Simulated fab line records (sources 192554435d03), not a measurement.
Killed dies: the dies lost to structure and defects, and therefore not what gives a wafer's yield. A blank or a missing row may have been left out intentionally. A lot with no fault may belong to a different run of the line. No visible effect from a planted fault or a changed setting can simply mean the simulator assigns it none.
Split-lot trial | flow n5 finfet | 21 wafers read across 7 lots, on a route 1938 steps long

THE SPLIT
At N5_BEOL_M8_DESCUM_16 (chemistry O2, time 7.9 s), the setting time s was moved away from the recipe's 7.9 s on 10 of the 21 wafers read, by -15.4% to +9.8%. The other wafers ran this setting at the recipe's value.

Between the split and the reading, the file records no step.

THE READING
CAR-ArF_of_BEOL_M8_COAT_05.thk nm (the simulator's own value, which no gauge read), in nm, at N5_BEOL_M8_ETCH_61 (etches SiARC in CF4, target depth 45.5 nm, time 75.8 s). The file gives no usual value for it. Average 50.9 nm, standard deviation 0.21 nm, over the 11 wafers here run with the recipe.

wafer  | tool, chamber at the split | time s as run, s | against the recipe | CAR-ArF_of_BEOL_M8_COAT_05.thk nm, nm | against lot-mates on the recipe
L078.2 | rie diel-05, 3,2           | 7.9              | recipe             | 50.6                                  | -
L078.4 | rie diel-05, 3,2           | 7.9              | recipe             | 50.6                                  | -
L078.3 | rie diel-05, 0             | 6.68             | -15.4%             | 51.8                                  | +1.2
L082.1 | rie diel-04, 0             | 7.9              | recipe             | 51.2                                  | -
L082.4 | rie diel-04, 3,1           | 7.9              | recipe             | 51                                    | -
L082.5 | rie diel-04, 3,1           | 7.9              | recipe             | 51                                    | -
L086.1 | rie diel-02, 3             | 7.112            | -10.0%             | 51.6                                  | +0.6
L086.3 | rie diel-02, 0             | 7.112            | -10.0%             | 51.2                                  | +0.2
L086.4 | rie diel-02, 1             | 7.9              | recipe             | 51                                    | -
L085.3 | rie diel-04, 2             | 7.9              | recipe             | 50.6                                  | -
L085.5 | rie diel-04, 0             | 6.831            | -13.5%             | 51.2                                  | +0.6
L085.6 | rie diel-04, 1             | 6.831            | -13.5%             | 51.6                                  | +1.0
L094.2 | rie diel-02, 2,1           | 7.022            | -11.1%             | 51.2                                  | no lot-mate on the recipe
L094.4 | rie diel-02, 2,1           | 7.022            | -11.1%             | 51.2                                  | no lot-mate on the recipe
L094.5 | rie diel-02, 2             | 7.022            | -11.1%             | 51.4                                  | no lot-mate on the recipe
L095.1 | rie diel-05, 1             | 8.671            | +9.8%              | 50.4                                  | -0.4
L095.3 | rie diel-05, 2             | 7.9              | recipe             | 50.6                                  | -
L095.6 | rie diel-05, 2             | 7.9              | recipe             | 51                                    | -
L096.3 | rie diel-04, 2             | 8.474            | +7.3%              | 50.6                                  | -0.3
L096.5 | rie diel-04, 0             | 7.9              | recipe             | 50.8                                  | -
L096.6 | rie diel-04, 1             | 7.9              | recipe             | 51                                    | -
The file does not say which wafer passed through which chamber wherever a row lists several chambers: such a row stands for several wafers.

FIT RESULTS
A straight line over all 21 wafers: CAR-ArF_of_BEOL_M8_COAT_05.thk nm changes by -0.0453 nm for each +1% of time s; r = -0.85; the points scatter about the line by 0.2 nm.
The same after taking each lot's own level away (the mean of its wafers on the recipe; 18 wafers): -0.0561 nm for each +1%; r = -0.92; scatter 0.17 nm.
Per that fit: largest time s move, reading shift of 0.87 nm.
The span of the lots' own levels, 50.60 to 51.07 nm, comes to 2.2 times the standard deviation stated above.
Hence the slope depends on the lot-to-lot level, as the two fits are not the same.
Check: +0.778 nm against its lot-mates is what the line predicts for one of the wafers moved furthest among these (-15.4%) when that wafer is left out of the fit. It came out at +1.2 nm against them.

THESE WAFERS: OTHER SPLITS
Note: prior to the reading, these wafers also went through further splits. Each is held against what the fit with the lots' levels taken away leaves over:
other split on the same wafers   | wafers away from the commonest value | r with CAR-ArF_of_BEOL_M8_COAT_05.thk nm (lot level and that fit taken away)
N5_BEOL_M4_DESCUM_16 time s      | 6                                    | -0.24
N5_BEOL_M4_COAT_76 spin rpm      | 6                                    | -0.07
N5_BEOL_M4_TRENCH_ETCH_37 bias w | 8                                    | -0.04
N5_BEOL_M6_ETCH_66 bias w        | 10                                   | -0.04
N5_BEOL_M7_ILD_DEP_00 time s     | 3                                    | +0.11
N5_BEOL_M8_EXPOSE_08 dose mj     | 11                                   | -0.25

THE WHOLE CHAIN: every reading that the file lists as answering this split, in the file's order
step                 | what it does                                           | reading                                                                            | change (the file's fit)                | r (the file's)
N5_BEOL_M8_DESCUM_16 | chemistry O2, time 7.9 s                               | CAR-ArF_of_BEOL_M8_COAT_05.thk nm (the simulator's own value, which no gauge read) | -0.0577 nm for each +1% of the setting | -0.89
N5_BEOL_M8_ETCH_61   | etches SiARC in CF4, target depth 45.5 nm, time 75.8 s | CAR-ArF_of_BEOL_M8_COAT_05.thk nm (the simulator's own value, which no gauge read) | -0.0589 nm for each +1% of the setting | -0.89

THE FILE'S OWN FIT
CAR-ArF_of_BEOL_M8_COAT_05.thk nm changes by -0.0589 nm for each +1% of time s, r = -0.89.
